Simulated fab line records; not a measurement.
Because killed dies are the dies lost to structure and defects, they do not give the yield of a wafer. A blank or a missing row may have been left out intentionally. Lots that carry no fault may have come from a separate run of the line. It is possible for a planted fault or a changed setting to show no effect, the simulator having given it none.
The tool behind it: which one? ; flow n5Finfet ; 19 lots, 57 wafers sampled, at 5 steps of a route of 1938

## WHAT EACH GAUGE READ, for each wafer
N5_BEOL_M2_OVL_MEAS_12. Usual: M2_OVL -0.3 nm, standard deviation 0.66.
lot;measured;on;M2_OVL (nm);flag
L074;day 6 14:01;overlay-02;-1.1 -0.1 -0.4;
L075;day 7 00:52;overlay-01;-1.2 -0.2 -1.5;
L076;day 7 22:11;overlay-02;-0.3 -0.4 0.2;
L078;day 7 22:59;overlay-02;-1.3 -0.4 -0.9;
L079;day 9 19:59;overlay-02;0.5 0.0 0.1;
L080;day 9 20:08;overlay-02;0.5 0.0 -0.5;
L082;day 10 10:22;overlay-02;1.6 0.2 0.0;
L083;day 10 16:02;overlay-02;-0.4 -0.2 -1.1;
L085;day 11 04:54;overlay-01;-0.4 -0.7 -0.3;
L086;day 11 07:23;overlay-02;0.0 0.2 -0.8;
L087;day 11 13:28;overlay-02;-0.2 -0.7 -0.1;
L089;day 12 17:07;overlay-01;-0.6 -1.9 -0.7;
L090;day 12 20:23;overlay-01;-0.7 0.4 -0.7;
L091;day 12 22:53;overlay-01;-1.3 0.6 -0.2;
L092;day 12 20:49;overlay-01;-0.2 -1.9 -0.7;
L093;day 13 02:09;overlay-01;0.1 0.0 -0.1;
L096;day 14 04:23;overlay-02;0.2 -0.8 -0.3;
L095;day 14 04:52;overlay-02;-0.9 0.0 -1.5;
L094;day 14 05:08;overlay-01;-1.1 -0.4 -0.5;

## WHICH TOOL RAN EACH LOT (tool, then ch and the chambers of the sampled wafers, then the start)
lot;N5_BEOL_M1_STRIP_66;N5_BEOL_M1_ETCH_77;N5_BEOL_M1_ETCH_41;N5_BEOL_M1_STRIP_97
L074;rieDiel-05 ch 0,3, day 6 02:23;rieDiel-03 ch 0,2,3, day 6 03:05;rieDiel-02 ch 1,2, day 6 14:01 or earlier;rieDiel-02 ch 1,2, day 6 14:01 or earlier
L075;rieDiel-03 ch 0,1,3, day 6 16:32;rieDiel-03 ch 1,2,3, day 6 17:23;rieDiel-03 ch 1,2,3, day 7 00:52 or earlier;rieDiel-03 ch 1,2,3, day 7 00:52 or earlier
L076;rieDiel-02 ch 0,1,2, day 6 18:13;rieDiel-05 ch 0,1,2, day 6 18:58;rieDiel-02 ch 0,2, day 7 22:11 or earlier;rieDiel-02 ch 0,2, day 7 22:11 or earlier
L078;rieDiel-03 ch 1,2,3, day 6 20:40;rieDiel-02 ch 0,2,3, day 6 21:23;rieDiel-02 ch 1,2, day 7 22:59 or earlier;rieDiel-02 ch 1,2, day 7 22:59 or earlier
L079;rieDiel-02 ch 1,2,3, day 7 23:46;rieDiel-02 ch 0,2,3, day 8 04:22;rieDiel-02 ch 1,2, day 9 19:59 or earlier;rieDiel-02 ch 1,2, day 9 19:59 or earlier
L080;rieDiel-02 ch 1,2, day 8 01:02;rieDiel-02 ch 2,3, day 8 04:47;rieDiel-03 ch 0,2,3, day 9 20:08 or earlier;rieDiel-03 ch 0,2,3, day 9 20:08 or earlier
L082;rieDiel-05 ch 0,3, day 10 01:28;rieDiel-02 ch 0,1,3, day 10 02:10;rieDiel-02 ch 0,2,3, day 10 10:22 or earlier;rieDiel-02 ch 0,2,3, day 10 10:22 or earlier
L083;rieDiel-02 ch 0,1, day 10 06:31;rieDiel-05 ch 0,2,3, day 10 07:19;rieDiel-02 ch 0,2,3, day 10 16:02 or earlier;rieDiel-02 ch 0,2,3, day 10 16:02 or earlier
L085;rieDiel-02 ch 0,2, day 10 20:58;rieDiel-02 ch 1,3, day 10 22:17;rieDiel-03 ch 1,3, day 11 04:54 or earlier;rieDiel-03 ch 1,3, day 11 04:54 or earlier
L086;rieDiel-05 ch 2,3, day 10 23:08;rieDiel-05 ch 2,3, day 10 23:58;rieDiel-05 ch 0,1,2, day 11 07:23 or earlier;rieDiel-05 ch 0,1,2, day 11 07:23 or earlier
L087;rieDiel-02 ch 0,1,3, day 11 00:11;rieDiel-02 ch 0,1,3, day 11 01:01;rieDiel-03 ch 0,2, day 11 13:28 or earlier;rieDiel-03 ch 0,2, day 11 13:28 or earlier
L089;rieDiel-03 ch 1,3, day 12 07:26;rieDiel-02 ch 2,3, day 12 08:14;rieDiel-05 ch 2,3, day 12 17:07 or earlier;rieDiel-05 ch 2,3, day 12 17:07 or earlier
L090;rieDiel-02 ch 1,3, day 12 07:56;rieDiel-03 ch 1,2,3, day 12 08:49;rieDiel-02 ch 2,3, day 12 20:23 or earlier;rieDiel-02 ch 2,3, day 12 20:23 or earlier
L091;rieDiel-02 ch 1,3, day 12 10:13;rieDiel-03 ch 0,3, day 12 11:10;rieDiel-05 ch 2,3, day 12 22:53 or earlier;rieDiel-05 ch 2,3, day 12 22:53 or earlier
L092;rieDiel-02 ch 0,2,3, day 12 11:26;rieDiel-02 ch 1,2, day 12 12:08;rieDiel-02 ch 0,2,3, day 12 20:49 or earlier;rieDiel-02 ch 0,2,3, day 12 20:49 or earlier
L093;rieDiel-03 ch 2,3, day 12 12:14;rieDiel-02 ch 0,1,2, day 12 12:58;rieDiel-05 ch 0,1,3, day 13 02:09 or earlier;rieDiel-05 ch 0,1,3, day 13 02:09 or earlier
L096;rieDiel-02 ch 0,1,3, day 13 21:07;rieDiel-05 ch 0,2,3, day 13 21:57;rieDiel-05 ch 0,2,3, day 14 04:23 or earlier;rieDiel-05 ch 0,2,3, day 14 04:23 or earlier
L095;rieDiel-02 ch 1,2,3, day 13 21:20;rieDiel-02 ch 1,2,3, day 13 22:10;rieDiel-02 ch 0,2,3, day 14 04:52 or earlier;rieDiel-02 ch 0,2,3, day 14 04:52 or earlier
L094;rieDiel-03 ch 0,1, day 13 21:26;rieDiel-02 ch 0,1,2, day 13 22:56;rieDiel-05 ch 1,2, day 14 05:08 or earlier;rieDiel-05 ch 1,2, day 14 05:08 or earlier
- N5_BEOL_M1_STRIP_66: strips in CF4.
- N5_BEOL_M1_ETCH_77: etches underlayer in N2/H2, target depth 6.5 nm, time 5.2 s.
- N5_BEOL_M1_ETCH_41: etches SiCN in CH3F/O2, target depth 31.9 nm, time 57.8 s.
- N5_BEOL_M1_STRIP_97: strips in N2/H2, time 10 s.

## AS READ BY THE TOOLS THEMSELVES (means over the sampled wafers that have a number; for cases with no such wafer, the mark the record gives instead)
N5_BEOL_M1_STRIP_66. Usual: drypumpMotorCurrentA 5.7 A, standard deviation 0.42; oesProductAu 0.77 a.u., standard deviation 0.082; powerW 300.0 W, standard deviation 0.93; rfVppV 270.7 V, standard deviation 1.6; showerheadPlenumPTorr 1.77 Torr, standard deviation 0.056; throttleValvePct 13.66 %, standard deviation 0.17.
lot;tool;drypumpMotorCurrentA (A);oesProductAu (a.u.);powerW (W);rfVppV (V);showerheadPlenumPTorr (Torr);throttleValvePct (%);flag
L074;rieDiel-05;6.0;0.72;301.1;270.8;1.78;13.60;
L075;rieDiel-03;5.7;0.75;300.3;271.7;1.84;13.70;
L076;rieDiel-02;5.5;0.76;300.7;271.2;1.77;13.73;
L078;rieDiel-03;5.6;0.72;299.7;271.4;1.78;13.76;
L079;rieDiel-02;5.9;0.78;300.0;269.3;1.73;13.60;
L080;rieDiel-02;5.9;0.82;300.0;270.4;1.74;13.59;
L082;rieDiel-05;6.2;0.73;299.4;271.1;1.79;13.73;
L083;rieDiel-02;5.1;0.89;300.0;271.4;1.80;13.53;
L085;rieDiel-02;5.7;0.87;300.6;271.0;1.77;13.49;
L086;rieDiel-05;6.3;0.81;299.5;270.6;1.78;13.73;
L087;rieDiel-02;5.4;0.80;300.7;270.0;1.76;13.59;
L089;rieDiel-03;5.6;0.69;299.8;271.7;1.82;13.81;
L090;rieDiel-02;5.8;0.72;299.6;269.3;1.72;13.69;
L091;rieDiel-02;5.7;0.72;301.1;269.4;1.71;13.76;
L092;rieDiel-02;5.6;0.82;300.7;270.6;1.76;13.55;
L093;rieDiel-03;5.6;0.69;300.9;271.7;1.79;13.77;
L096;rieDiel-02;5.4;0.78;300.3;269.9;1.75;13.65;
L095;rieDiel-02;5.8;0.74;299.6;269.1;1.72;13.69;
L094;rieDiel-03;5.8;0.72;300.1;271.1;1.80;13.85;

N5_BEOL_M1_ETCH_77. Usual: for biasW, 150.0 W with a standard deviation of 0.47; for drypumpMotorCurrentA, 5.7 A with a standard deviation of 0.42; for etchRfOnTimeS, 5.18 s with a standard deviation of 0.092; for oesProductAu, 0.67 a.u. with a standard deviation of 0.079; for rfVppV, 523.0 V with a standard deviation of 2.7; for showerheadPlenumPTorr, 2.51 Torr with a standard deviation of 0.081; for throttleValvePct, 17.94 % with a standard deviation of 0.17.
lot;tool;biasW (W);drypumpMotorCurrentA (A);etchRfOnTimeS (s);oesProductAu (a.u.);rfVppV (V);showerheadPlenumPTorr (Torr);throttleValvePct (%);flag
L074;rieDiel-03;149.8;5.7;5.17;0.65;525.5;2.59;17.95;
L075;rieDiel-03;149.9;5.7;5.31;0.61;522.8;2.54;18.06;
L076;rieDiel-05;150.4;5.8;5.24;0.73;523.2;2.54;17.68;
L078;rieDiel-02;149.9;5.6;5.13;0.65;521.7;2.51;17.97;
L079;rieDiel-02;149.8;5.6;5.19;0.65;523.1;2.50;18.00;
L080;rieDiel-02;150.0;6.0;5.10;0.66;520.0;2.45;17.87;
L082;rieDiel-02;149.6;5.4;5.14;0.71;521.9;2.49;17.93;
L083;rieDiel-05;150.1;6.1;5.24;0.68;523.4;2.51;17.86;
L085;rieDiel-02;150.3;5.8;5.12;0.62;521.7;2.43;17.98;
L086;rieDiel-05;150.5;6.2;5.14;0.74;523.9;2.50;17.86;
L087;rieDiel-02;149.9;5.4;5.13;0.70;522.1;2.49;17.96;
L089;rieDiel-02;149.5;6.0;5.10;0.65;520.1;2.44;17.91;
L090;rieDiel-03;150.2;5.6;5.21;0.60;523.7;2.52;18.11;
L091;rieDiel-03;150.1;5.8;5.27;0.64;527.2;2.66;18.05;
L092;rieDiel-02;149.4;5.7;5.16;0.66;521.8;2.44;18.07;
L093;rieDiel-02;149.8;5.5;5.13;0.72;522.6;2.49;17.94;
L096;rieDiel-05;150.1;6.1;5.16;0.66;522.3;2.50;17.90;
L095;rieDiel-02;150.3;5.9;5.10;0.64;521.1;2.43;18.01;
L094;rieDiel-02;150.1;5.5;5.13;0.71;520.6;2.49;17.96;

N5_BEOL_M1_ETCH_41. Usual: biasW 75.01 W, standard deviation 0.21; drypumpMotorCurrentA 5.7 A, standard deviation 0.42; oesProductAu 0.78 a.u., standard deviation 0.09; rfVppV 296.9 V, standard deviation 1.5; showerheadPlenumPTorr 1.98 Torr, standard deviation 0.06; throttleValvePct 16.38 %, standard deviation 0.18.
lot;tool;biasW (W);drypumpMotorCurrentA (A);oesProductAu (a.u.);rfVppV (V);showerheadPlenumPTorr (Torr);throttleValvePct (%);flag
L074;rieDiel-02;74.99;5.9;0.85;296.5;1.95;16.35;
L075;rieDiel-03;74.91;5.6;0.72;297.4;2.00;16.54;
L076;rieDiel-02;74.77;5.2;0.75;298.1;2.02;16.52;
L078;rieDiel-02;75.21;5.9;0.84;295.6;1.94;16.37;
L079;rieDiel-02;74.89;5.8;0.79;296.1;1.92;16.45;
L080;rieDiel-03;75.23;5.7;0.74;297.9;2.03;16.44;
L082;rieDiel-02;75.06;5.6;0.86;296.3;1.97;16.27;
L083;rieDiel-02;75.21;5.6;0.87;296.1;1.97;16.26;
L085;rieDiel-03;75.04;5.6;0.71;296.8;2.02;16.64;
L086;rieDiel-05;75.18;5.8;0.83;297.9;1.99;16.17;
L087;rieDiel-03;75.00;5.8;0.72;296.6;1.97;16.46;
L089;rieDiel-05;74.88;6.3;0.80;296.8;1.98;16.52;
L090;rieDiel-02;75.20;6.0;0.80;295.8;1.93;16.34;
L091;rieDiel-05;74.98;6.3;0.80;297.3;1.98;16.52;
L092;rieDiel-02;74.99;5.6;0.83;296.8;1.96;16.28;
L093;rieDiel-05;75.02;5.8;0.76;297.1;2.00;16.32;
L096;rieDiel-05;75.01;6.1;0.76;297.4;1.97;16.42;
L095;rieDiel-02;74.97;5.6;0.81;297.2;1.96;16.30;
L094;rieDiel-05;75.13;5.6;0.87;297.5;2.00;16.16;

N5_BEOL_M1_STRIP_97. Usual: drypumpMotorCurrentA 5.7 A, standard deviation 0.43; oesProductAu 0.78 a.u., standard deviation 0.09; rfVppV 59.2 V, standard deviation 0.77; showerheadPlenumPTorr 2.51 Torr, standard deviation 0.077; throttleValvePct 23.77 %, standard deviation 0.19.
lot;tool;drypumpMotorCurrentA (A);oesProductAu (a.u.);rfVppV (V);showerheadPlenumPTorr (Torr);throttleValvePct (%);flag
L074;rieDiel-02;5.9;0.85;59.0;2.47;23.76;
L075;rieDiel-03;5.6;0.72;59.6;2.53;23.85;
L076;rieDiel-02;5.2;0.75;59.4;2.56;23.88;
L078;rieDiel-02;5.9;0.83;58.9;2.46;23.76;
L079;rieDiel-02;5.8;0.79;59.3;2.44;23.88;
L080;rieDiel-03;5.7;0.75;58.7;2.57;23.75;
L082;rieDiel-02;5.6;0.86;59.5;2.50;23.69;
L083;rieDiel-02;5.6;0.85;59.4;2.50;23.70;
L085;rieDiel-03;5.7;0.71;59.3;2.56;24.09;
L086;rieDiel-05;5.8;0.83;59.1;2.53;23.54;
L087;rieDiel-03;5.8;0.72;59.2;2.50;23.74;
L089;rieDiel-05;6.3;0.79;58.7;2.51;23.80;
L090;rieDiel-02;6.0;0.79;59.5;2.45;23.74;
L091;rieDiel-05;6.3;0.80;58.9;2.51;23.80;
L092;rieDiel-02;5.6;0.84;59.8;2.49;23.71;
L093;rieDiel-05;5.8;0.76;59.4;2.53;23.70;
L096;rieDiel-05;6.1;0.77;59.1;2.50;23.70;
L095;rieDiel-02;5.6;0.81;58.2;2.49;23.72;
L094;rieDiel-05;5.7;0.86;58.6;2.55;23.56;

## THE ANSWER, worked out from the rows above alone
Rule: lot off if the mean of its wafers having a number is beyond 3 standard deviations from the usual mean. A lot without any number at a reading at which 4 lots or more have one is off too. All remaining lots with rows at the step are treated as sound. Order of review: gauges by route order, followed by the tools' own readings, for which a lot's mean as printed above is used. The first step at which some lot is off is used, and at that step the reading that is off furthest; a lot without a number counts as furthest.
No lot is off on any of the readings shown, so nothing can be concluded from this.

## WHAT THE SIMULATOR PUT IN
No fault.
